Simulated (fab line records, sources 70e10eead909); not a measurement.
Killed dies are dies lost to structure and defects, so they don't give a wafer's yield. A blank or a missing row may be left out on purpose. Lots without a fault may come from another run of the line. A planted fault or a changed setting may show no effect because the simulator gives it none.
fab line records | flow nand_harc | part 1 of 2: steps 1 to 23 of 35
record lots=5 wafers=15 last_day=32
route steps=1302 shown P_M2@323 P_BONDPAD@351
lots that met no fault: from a run of the same line without faults
start_h: hours from the record's first day to the start of the lot's first wafer shown | wait_h: hours since the lot's step before | " the same as in the row above | L1.1+2: a row that stands for several wafers | - no value, or no start given | * or withheld: withheld | < > ~ a bound
route shown NAME@n: a module of which the file shows steps, and the number in the route of the first | usual: mean/standard deviation of fault-free wafers | same: alike in all rows | chamber/n: place in a boat | sites: the reading at each site | _std_site: their standard deviation | _edge_site: outer sites' mean less inner sites' | radius_mm: how far each site lies from the wafer's centre | mask NAME#n: copy n | behind: the tool/chamber that last shaped the wafer | hold: why the lot was held/for how many hours/how that ended | device: the transistor (n, p or np) that didn't switch | end of line: the same wafers' tests at the end of the route | a step without rows: its recipe alone | killed: dies lost to structure and defects at the first sort, not the wafer's yield | map: a wafer's dies, x killed, . not, _ none there
set.NAME: the setting as run; set.NAME@STEP: as run at that earlier step | model.NAME: the simulator's own value behind a step, which no gauge read
lots at some steps of the route; a table a step, a row a wafer
services: from which hour (start_h, from the record's first day; less than 0 if before it) a tool's chamber was out of use, for how many hours, and why
## steps
# step NHARC_P_M2_SOFTBAKE_04
# recipe temp_c=105 time_s=55
# usual resist_line_temp_C=22.99/0.11
# columns lot.wafer tool chamber start_h wait_h resist_line_temp_C
L079.1 litho_track-01 0 - - 22.95
L079.3 " 0 " " 23.14
L079.4 " 0 " " 23.03
L086.1 litho_track-01 0 - - 23.01
L086.2 " 0 " " 22.97
L086.3 " 0 " " 23.01
L087.1 litho_track-06 0 - - 23.15
L087.2 " 0 " " 22.97
L087.5 " 0 " " 22.89
L091.1 litho_track-06 0 - - 23.27
L091.2 " 0 " " 23.14
L091.6 " 0 " " 23.08
L095.2 litho_track-04 0 - - 23.06
L095.3 " 0 " " 23.03
L095.6 " 0 " " 23.12
# step NHARC_P_M2_EBR_05
# usual resist_line_temp_C=23.01/0.098
# columns lot.wafer tool chamber start_h wait_h resist_line_temp_C
L079.1 litho_track-01 0 - - 23.06
L079.3 " 0 " " 22.99
L079.4 " 0 " " 22.93
L086.1 litho_track-01 0 - - 23.10
L086.2 " 0 " " 23.00
L086.3 " 0 " " 22.93
L087.1 litho_track-06 0 - - 22.96
L087.2 " 0 " " 23.11
L087.5 " 0 " " 22.86
L091.1 litho_track-06 0 - - 23.00
L091.2 " 0 " " 22.94
L091.6 " 0 " " 22.98
L095.2 litho_track-04 0 - - 22.91
L095.3 " 0 " " 22.90
L095.6 " 0 " " 22.94
# step NHARC_P_M2_EXPOSE_06
# recipe na=1.35 target_cd_nm=170 dose_mj=80.78 mask_id=P_M2
# columns lot.wafer tool chamber start_h wait_h mask
L079.1+3+4 arfi_scanner-01 0 180.47 - P_M2#0
L086.1+2+3 arfi_scanner-01 0 247.88 - P_M2#0
L087.1+2+5 arfi_scanner-01 0 276.06 - P_M2#0
L091.1+2+6 arfi_scanner-03 0 301.11 - P_M2#0
L095.2+3+6 arfi_scanner-01 0 340.79 - P_M2#0
# step NHARC_P_M2_PEB_07
# recipe peb_temp_c=100 peb_time_s=65
# usual resist_line_temp_C=22.99/0.1
# columns lot.wafer tool chamber start_h wait_h resist_line_temp_C
L079.1 litho_track-01 0 180.54 0.1 23.16
L079.3 " 0 " " 22.98
L079.4 " 0 " " 23.09
L086.1 litho_track-06 0 247.94 0.1 23.02
L086.2 " 0 " " 22.77
L086.3 " 0 " " 22.95
L087.1 litho_track-01 0 276.12 0.1 22.93
L087.2 " 0 " " 23.02
L087.5 " 0 " " 23.11
L091.1 litho_track-04 0 301.17 0.1 23.08
L091.2 " 0 " " 23.09
L091.6 " 0 " " 23.09
L095.2 litho_track-04 0 340.85 0.1 22.86
L095.3 " 0 " " 23.05
L095.6 " 0 " " 23.14
# step NHARC_P_M2_DEVELOP_08
# recipe develop_time_s=35 dev_temp_c=23
# usual resist_line_temp_C=23.03/0.11
# columns lot.wafer tool chamber start_h wait_h resist_line_temp_C
L079.1 litho_track-01 0 - - 22.95
L079.3 " 0 " " 23.00
L079.4 " 0 " " 23.00
L086.1 litho_track-06 0 - - 23.14
L086.2 " 0 " " 23.20
L086.3 " 0 " " 23.16
L087.1 litho_track-01 0 - - 23.05
L087.2 " 0 " " 23.08
L087.5 " 0 " " 22.92
L091.1 litho_track-04 0 - - 22.94
L091.2 " 0 " " 23.01
L091.6 " 0 " " 23.00
L095.2 litho_track-04 0 - - 23.05
L095.3 " 0 " " 23.13
L095.6 " 0 " " 23.07
# step NHARC_P_M2_CD_MEAS_09
# recipe target_cd_nm=170 landing_energy_ev=500
# usual cd_nm=169.9/0.56
# columns lot.wafer tool chamber start_h wait_h cd_nm
L079.1 cd_sem-02 0 180.62 - 169.9
L079.3 " 0 " " 170.9
L079.4 " 0 " " 170.2
L086.1 cd_sem-03 0 248.02 - 169.4
L086.2 " 0 " " 170.3
L086.3 " 0 " " 169.3
L087.1 cd_sem-02 0 276.20 - 169.1
L087.2 " 0 " " 169.4
L087.5 " 0 " " 169.5
L091.1 cd_sem-02 0 301.25 - 170.2
L091.2 " 0 " " 170.0
L091.6 " 0 " " 170.6
L095.2 cd_sem-02 0 340.93 - 169.7
L095.3 " 0 " " 169.1
L095.6 " 0 " " 169.9
# step NHARC_P_M2_OVL_MEAS_10
# recipe pitch_nm=340
# usual overlay_x_nm=-0.2/0.9 overlay_y_nm=0.0/0.87
# columns lot.wafer tool chamber start_h wait_h overlay_x_nm overlay_y_nm
L079.1 overlay-01 - 180.71 - -0.9 0.1
L079.3 " - " " -0.9 0.5
L079.4 " - " " -0.8 -0.3
L086.1 overlay-01 - 248.11 - 1.5 0.3
L086.2 " - " " 0.8 0.3
L086.3 " - " " 0.6 0.3
L087.1 overlay-02 - 276.29 - -1.3 0.4
L087.2 " - " " -1.0 0.2
L087.5 " - " " -1.2 0.3
L091.1 overlay-02 - 301.34 - 0.2 -1.1
L091.2 " - " " 0.4 -0.9
L091.6 " - " " 0.4 -1.1
L095.2 overlay-02 - 341.02 - 1.2 1.0
L095.3 " - " " 1.3 0.9
L095.6 " - " " 1.6 1.3
# step NHARC_P_M2_INSPECT_11
# usual raw_defect_count=4.7/2.7
# columns lot.wafer tool chamber start_h wait_h raw_defect_count
L079.1 defect_inspect-02 - 180.74 0.0 4
L079.3 " - " " 6
L079.4 " - " " 5
L086.1 defect_inspect-01 - 248.15 0.0 4
L086.2 " - " " 3
L086.3 " - " " 4
L087.1 defect_inspect-01 - 276.32 0.0 3
L087.2 " - " " 4
L087.5 " - " " 3
L091.1 defect_inspect-02 - 301.38 0.0 1
L091.2 " - " " 2
L091.6 " - " " 6
L095.2 defect_inspect-01 - 341.05 0.0 6
L095.3 " - " " 9
L095.6 " - " " 1
# step NHARC_P_M2_DESCUM_14
# recipe time_s=3 o2_flow_sccm=200 ar_flow_sccm=0 bias_power_w=0 chemistry=O2
# usual drypump_motor_current_A=5.9/0.51 oes_product_au=1.001/0.0098 rf_vpp_V=57.9/0.94 showerhead_plenum_p_Torr=1.92/0.089 throttle_valve_pct=11.310/0.0094
# columns lot.wafer tool chamber start_h wait_h drypump_motor_current_A oes_product_au rf_hours_counter_h rf_vpp_V showerhead_plenum_p_Torr throttle_valve_pct
L079.3 rie_diel-08 3 180.81 0.1 5.6 1.002 7.3 58.2 1.93 11.317
L079.4 " 0 " " 6.7 1.016 8.3 59.3 1.95 11.304
L079.1 " 1 " " 6.5 0.988 7.8 57.3 1.97 11.308
L086.3 rie_diel-08 3 248.21 0.1 5.6 1.009 3.1 57.3 1.93 11.319
L086.1 " 0 " " 6.6 1.009 2.8 57.4 1.94 11.305
L086.2 " 1 " " 6.6 0.996 2.6 58.1 1.97 11.309
L087.2 rie_diel-08 3 276.38 0.1 5.6 1.009 4.1 57.3 1.93 11.310
L087.1 " 1 " " 6.5 0.991 3.9 58.4 1.97 11.304
L087.5 " 3 " " 5.6 1.017 - 57.4 1.93 11.304
L091.2 rie_diel-08 3 301.44 0.1 5.5 1.018 6.0 59.3 1.93 11.291
L091.1 " 0 " " 6.7 1.012 5.5 58.6 1.94 11.314
L091.6 " 3 " " 5.6 0.999 - 58.9 1.93 11.306
L095.3 rie_diel-09 0 341.12 0.1 5.5 0.991 0.1 57.8 1.89 11.303
L095.2 " 1 " " 6.3 0.992 0.1 59.0 2.02 11.309
L095.6 " 1 " " 6.3 0.998 - 57.5 2.02 11.305
# step NHARC_P_M2_ETCH_35
# recipe target_depth_a=400 overetch_a=120 time_s=43.94 ion_energy_ev=200 n2_flow_sccm=150 h2_flow_sccm=150 ar_flow_sccm=0 rf_w=400 bias_w=150 chemistry=N2/H2
# usual drypump_motor_current_A=5.9/0.51 oes_product_au=1.000/0.0099 rf_vpp_V=430.5/2.9 showerhead_plenum_p_Torr=2.04/0.1 throttle_valve_pct=14.170/0.01
# columns lot.wafer tool chamber start_h wait_h drypump_motor_current_A oes_product_au rf_hours_counter_h rf_vpp_V showerhead_plenum_p_Torr throttle_valve_pct
L079.1 rie_diel-08 1 180.89 0.1 6.5 0.992 7.8 432.2 2.10 14.166
L079.4 " 3 " " 5.6 0.989 7.3 431.6 2.06 14.193
L079.3 " 0 " " 6.7 1.013 8.4 431.6 2.07 14.171
L086.1 rie_diel-08 0 248.30 0.1 6.7 1.000 2.8 431.6 2.07 14.168
L086.3 " 1 " " 6.5 0.996 2.6 431.4 2.10 14.165
L086.2 " 2 " " 5.4 0.989 2.9 434.6 2.19 14.171
L087.1 rie_diel-08 3 276.48 0.1 5.6 1.012 4.1 431.5 2.06 14.178
L087.2 " 0 " " 6.6 1.006 3.9 431.7 2.07 14.179
L087.5 " 1 " " 6.5 1.004 - 434.1 2.10 14.156
L091.1 rie_diel-08 1 301.53 0.1 6.5 0.996 5.2 432.4 2.10 14.166
L091.2 " 2 " " 5.4 0.987 5.7 433.8 2.19 14.182
L091.6 " 0 " " 6.7 1.013 - 430.5 2.07 14.181
L095.3 rie_diel-09 2 341.20 0.1 6.1 1.014 0.1 426.0 1.90 14.161
L095.2 " 3 " " 6.3 1.006 0.1 425.8 1.90 14.169
L095.6 " 3 " " 6.3 1.007 - 426.7 1.90 14.164
# step NHARC_P_M2_ETCH_15
# recipe target_depth_a=1825 time_s=91.2 c4f8_flow_sccm=withheld ar_flow_sccm=400 rf_w=600 bias_w=300 chemistry=C4F8/Ar
# usual oes_product_au=0.939/0.023 rf_vpp_V=441.1/2.9
# columns lot.wafer tool chamber start_h wait_h oes_product_au rf_hours_counter_h rf_vpp_V
L079.4 rie_diel-08 2 - - 0.976 7.7 446.8
L079.1 " 3 " " 0.957 7.3 441.9
L079.3 " 0 " " 0.985 8.4 442.5
L086.3 rie_diel-08 3 - - 0.936 3.1 441.2
L086.2 " 0 " " 0.930 2.8 442.9
L086.1 " 1 " " 0.925 2.6 443.5
L087.2 rie_diel-08 0 - - 0.970 3.9 441.9
L087.1 " 2 " " 0.974 4.2 444.5
L087.5 " 0 " " 0.973 - 441.7
L091.1 rie_diel-08 2 - - 0.965 5.7 444.8
L091.2 " 0 " " 0.974 5.6 442.0
L091.6 " 2 " " 0.954 - 445.3
L095.2 rie_diel-09 0 - - 0.955 0.1 440.8
L095.3 " 1 " " 0.944 0.1 445.2
L095.6 " 0 " " 0.958 - 441.1
# step NHARC_P_M2_CD_MEAS_16
# usual cd_nm=169.7/0.77
# columns lot.wafer tool chamber start_h wait_h cd_nm
L079.1 cd_sem-01 - 181.11 - 170.6
L079.3 " - " " 171.4
L079.4 " - " " 169.6
L086.1 cd_sem-01 - 249.02 - 168.3
L086.2 " - " " 169.7
L086.3 " - " " 168.8
L087.1 cd_sem-03 - 276.69 - 168.4
L087.2 " - " " 169.8
L087.5 " - " " 169.4
L091.1 cd_sem-02 - 301.74 - 168.6
L091.2 " - " " 169.7
L091.6 " - " " 170.2
L095.2 cd_sem-01 - 341.42 - 169.7
L095.3 " - " " 169.3
L095.6 " - " " 170.1
# step NHARC_P_M2_STRIP_18
# recipe power_w=1000 n2_flow_sccm=150 h2_flow_sccm=150 ar_flow_sccm=0 bias_w=0 chemistry=N2/H2
# usual drypump_motor_current_A=6.0/0.54 oes_product_au=1.000/0.01 power_w=1000.3/2.9 rf_vpp_V=90.8/1 showerhead_plenum_p_Torr=2.05/0.091 throttle_valve_pct=14.172/0.0095
# columns lot.wafer tool chamber start_h wait_h drypump_motor_current_A oes_product_au power_w rf_hours_counter_h rf_vpp_V showerhead_plenum_p_Torr throttle_valve_pct
L079.1 rie_diel-02 1 181.19 0.1 6.3 0.983 1006.3 10.2 90.1 1.97 14.178
L079.4 " 3 " " 5.3 0.996 997.0 9.5 89.8 2.15 14.166
L079.3 " 0 " " 5.4 0.995 997.9 10.7 89.3 1.98 14.175
L086.2 rie_diel-02 0 249.09 0.1 5.4 1.006 1000.7 1.1 90.1 1.98 14.169
L086.1 " 2 " " 5.4 1.001 999.6 1.4 88.5 1.89 14.188
L086.3 " 3 " " 5.3 1.025 996.0 1.5 90.7 2.14 14.170
L087.2 rie_diel-08 2 276.76 0.1 5.4 0.990 995.7 4.2 90.6 2.19 14.157
L087.1 " 1 " " 6.5 0.997 1003.5 4.0 90.8 2.10 14.175
L087.5 " 3 " " 5.6 1.003 997.0 - 90.2 2.06 14.168
L091.1 rie_diel-09 2 301.82 0.1 6.1 1.005 1005.4 7.4 90.3 1.90 14.165
L091.2 " 3 " " 6.3 0.994 1002.2 6.9 89.3 1.90 14.193
L091.6 " 3 " " 6.3 0.998 995.9 - 88.3 1.90 14.180
L095.2 rie_diel-02 1 341.54 0.1 6.3 1.002 999.3 6.3 90.7 1.97 14.173
L095.3 " 2 " " 5.4 1.006 995.9 6.0 89.2 1.89 14.164
L095.6 " 0 " " 5.4 0.993 999.4 - 90.2 1.98 14.190
# step NHARC_P_M2_ETCH_28
# recipe target_depth_a=300 over_etch_frac=0.3 time_s=72.99 ion_energy_ev=150 cf4_flow_sccm=50 n2_flow_sccm=100 ar_flow_sccm=150 rf_w=300 bias_w=100 chemistry=CF4/N2
# usual cf4_flow_sccm=49.98/0.16 drypump_motor_current_A=5.9/0.54 oes_product_au=1.001/0.0099 rf_vpp_V=314.7/1.9 showerhead_plenum_p_Torr=2.66/0.1 throttle_valve_pct=19.794/0.0094
# columns lot.wafer tool chamber start_h wait_h cf4_flow_sccm drypump_motor_current_A oes_product_au rf_hours_counter_h rf_vpp_V showerhead_plenum_p_Torr throttle_valve_pct
L079.4 rie_diel-02 0 - - 49.91 5.5 1.017 10.8 312.9 2.56 19.796
L079.1 " 1 " " 49.85 6.3 1.008 10.3 312.9 2.55 19.797
L079.3 " 3 " " 49.83 5.3 1.017 9.5 317.0 2.75 19.792
L086.2 rie_diel-02 0 - - 50.17 5.4 1.008 1.1 312.3 2.56 19.791
L086.3 " 2 " " 49.77 5.4 0.993 1.5 311.7 2.45 19.800
L086.1 " 3 " " 50.13 5.3 1.016 1.5 317.2 2.75 19.782
L087.1 rie_diel-08 3 - - 50.04 5.6 1.017 4.2 314.9 2.65 19.807
L087.2 " 2 " " 50.40 5.4 0.988 4.3 317.8 2.81 19.796
L087.5 " 0 " " 49.97 6.7 1.004 - 314.1 2.67 19.796
L091.1 rie_diel-09 0 - - 49.92 5.5 0.990 7.4 313.8 2.59 19.794
L091.2 " 2 " " 49.95 6.1 1.010 7.4 310.0 2.46 19.815
L091.6 " 1 " " 49.82 6.3 0.979 - 317.7 2.77 19.801
L095.3 rie_diel-02 3 - - 49.87 5.3 1.017 6.1 316.2 2.75 19.777
L095.2 " 0 " " 50.12 5.4 0.996 6.4 314.9 2.56 19.784
L095.6 " 0 " " 50.01 5.4 0.983 - 314.4 2.56 19.793
# step NHARC_P_M2_STRIP_19
# recipe time_s=600 temp_c=30 chemistry=post_etch_residue_remover
# columns lot.wafer tool chamber start_h wait_h
L079.3+1+4 wet_bench-08 1,2,4 181.56 -
L086.2+1+3 wet_bench-10 3,5,6 249.48 -
L087.5+2+1 wet_bench-10 5,6,7 277.13 -
L091.2+6+1 wet_bench-10 0,3,4 302.19 -
L095.3+2+6 wet_bench-10 6,0,1 341.86 -
# step NHARC_P_M2_DEGAS_29
# recipe temp_c=250 time_s=60
# usual heater_power_w=333/32
# columns lot.wafer tool chamber start_h wait_h heater_power_w
L079.1 pvd_sputter-03 - 181.83 - 385
L079.4 " - " " 339
L079.3 " - " " 317
L086.2 pvd_sputter-03 - 249.73 - 340
L086.3 " - " " 322
L086.1 " - " " 399
L087.1 pvd_sputter-02 - 277.41 - 357
L087.2 " - " " 314
L087.5 " - " " 277
L091.2 pvd_sputter-03 - 302.47 - 326
L091.1 " - " " 401
L091.6 " - " " 348
L095.2 pvd_sputter-01 - 342.18 - 303
L095.3 " - " " 308
L095.6 " - " " 307
# step NHARC_P_M2_PRE_CLEAN_30
# recipe time_s=30 temp_c=280 gas=H2/He
# usual heater_power_w=408/41
# columns lot.wafer tool chamber start_h wait_h heater_power_w
L079.3 pvd_sputter-03 - - - 482
L079.4 " - " " 417
L079.1 " - " " 382
L086.1 pvd_sputter-03 - - - 389
L086.3 " - " " 435
L086.2 " - " " 493
L087.1 pvd_sputter-02 - - - 393
L087.2 " - " " 406
L087.5 " - " " 379
L091.2 pvd_sputter-03 - - - 392
L091.1 " - " " 445
L091.6 " - " " 381
L095.2 pvd_sputter-01 - - - 470
L095.3 " - " " 379
L095.6 " - " " 383
# step NHARC_P_M2_PVD_20
# recipe target_thk_a=50 bias_v=168.6 power_w=15000 chamber_pressure_pa=0.12 time_s=8.06 substrate_temp_c=50 material=TaN
# usual throttle_valve_pct=29.4/1
# columns lot.wafer tool chamber start_h wait_h throttle_valve_pct
L079.3 pvd_sputter-03 - - - 29.8
L079.4 " - " " 27.8
L079.1 " - " " 28.0
L086.2 pvd_sputter-03 - - - 30.2
L086.3 " - " " 27.8
L086.1 " - " " 30.8
L087.1 pvd_sputter-02 - - - 30.2
L087.2 " - " " 29.2
L087.5 " - " " 30.2
L091.2 pvd_sputter-03 - - - 27.8
L091.1 " - " " 29.7
L091.6 " - " " 28.2
L095.2 pvd_sputter-01 - - - 30.8
L095.3 " - " " 30.1
L095.6 " - " " 28.3
# step NHARC_P_M2_PVD_21
# recipe target_thk_a=300 chamber_pressure_pa=5 power_w=5000 substrate_temp_c=30 time_s=20.49 material=Cu
# usual throttle_valve_pct=29.5/1.1
# columns lot.wafer tool chamber start_h wait_h throttle_valve_pct
L079.3 pvd_sputter-03 - - - 31.0
L079.1 " - " " 28.0
L079.4 " - " " 27.8
L086.3 pvd_sputter-03 - - - 30.7
L086.1 " - " " 28.2
L086.2 " - " " 30.3
L087.1 pvd_sputter-02 - - - 29.6
L087.2 " - " " 28.6
L087.5 " - " " 29.7
L091.1 pvd_sputter-03 - - - 28.0
L091.2 " - " " 28.1
L091.6 " - " " 31.0
L095.2 pvd_sputter-01 - - - 28.3
L095.3 " - " " 30.2
L095.6 " - " " 28.5
# step NHARC_P_M2_ECD_22
# recipe target_thk_a=4000 bath_temp_c=25 material=Cu
# columns lot.wafer tool chamber start_h wait_h
L079.1+4+3 ecd_cu-02 1,0,1 182.24 -
L086.1+2+3 ecd_cu-01 1,0,1 250.09 -
L087.2+1+5 ecd_cu-02 0,1,0 277.76 -
L091.1+2+6 ecd_cu-02 1,0,1 302.82 -
L095.2+3+6 ecd_cu-02 0,1,1 342.59 -
# step NHARC_P_M2_ANNEAL_31
# recipe temp_c=225 time_s=90
# usual wafer_temp_C_max=225.9/0.34
# columns lot.wafer tool chamber start_h wait_h wafer_temp_C_max
L079.1 rtp_anneal-01 0 182.56 - 225.5
L079.3 " 0 " " 225.8
L079.4 " 0 " " 225.7
L086.1 rtp_anneal-01 0 250.47 0.3 225.4
L086.2 " 0 " " 225.6
L086.3 " 0 " " 225.4
L087.1 rtp_anneal-01 0 278.14 - 225.5
L087.2 " 0 " " 225.8
L087.5 " 0 " " 225.6
L091.1 rtp_anneal-02 0 303.20 0.3 226.3
L091.2 " 0 " " 225.8
L091.6 " 0 " " 226.1
L095.2 rtp_anneal-01 0 342.97 - 225.6
L095.3 " 0 " " 225.6
L095.6 " 0 " " 225.8
# step NHARC_P_M2_CMP_23
# recipe t_overpolish_s=20 target_thk_nm=144.3
# usual motor_current_A=11.6/1 time_to_endpoint_s=29.2/2.5
# columns lot.wafer tool chamber start_h wait_h motor_current_A time_to_endpoint_s
L079.3 cmp-01 0 182.91 - 11.9 26.1
L079.1 " 1 " " 11.0 28.8
L079.4 " 3 " " 11.6 27.3
L086.3 cmp-04 2 250.81 - 9.8 32.8
L086.1 " 3 " " 13.0 31.1
L086.2 " 1 " " 11.0 27.9
L087.2 cmp-02 3 278.51 - 11.6 26.9
L087.1 " 0 " " 13.7 27.1
L087.5 " 2 " " 11.3 27.1
L091.2 cmp-02 3 303.57 - 11.6 31.1
L091.1 " 0 " " 14.0 31.0
L091.6 " 2 " " 10.8 33.3
L095.3 cmp-02 3 343.29 - 11.9 29.3
L095.2 " 0 " " 14.6 29.7
L095.6 " 3 " " 11.4 27.6
# step NHARC_P_M2_THK_MEAS_24
# recipe thk_meas_gauge=xrf
# usual thk_nm=144.4/1.6
# columns lot.wafer tool chamber start_h wait_h thk_nm
L079.1 film_metro-02 - 183.22 - 144.4
L079.3 " - " " 140.9
L079.4 " - " " 143.2
L086.1 film_metro-01 - 251.13 - 144.2
L086.2 " - " " 143.4
L086.3 " - " " 144.0
L087.1 film_metro-01 - 278.80 - 140.8
L087.2 " - " " 142.4
L087.5 " - " " 146.0
L091.1 film_metro-02 - 303.86 - 143.1
L091.2 " - " " 143.6
L091.6 " - " " 145.1
L095.2 film_metro-02 - 343.57 - 145.7
L095.3 " - " " 145.2
L095.6 " - " " 145.4
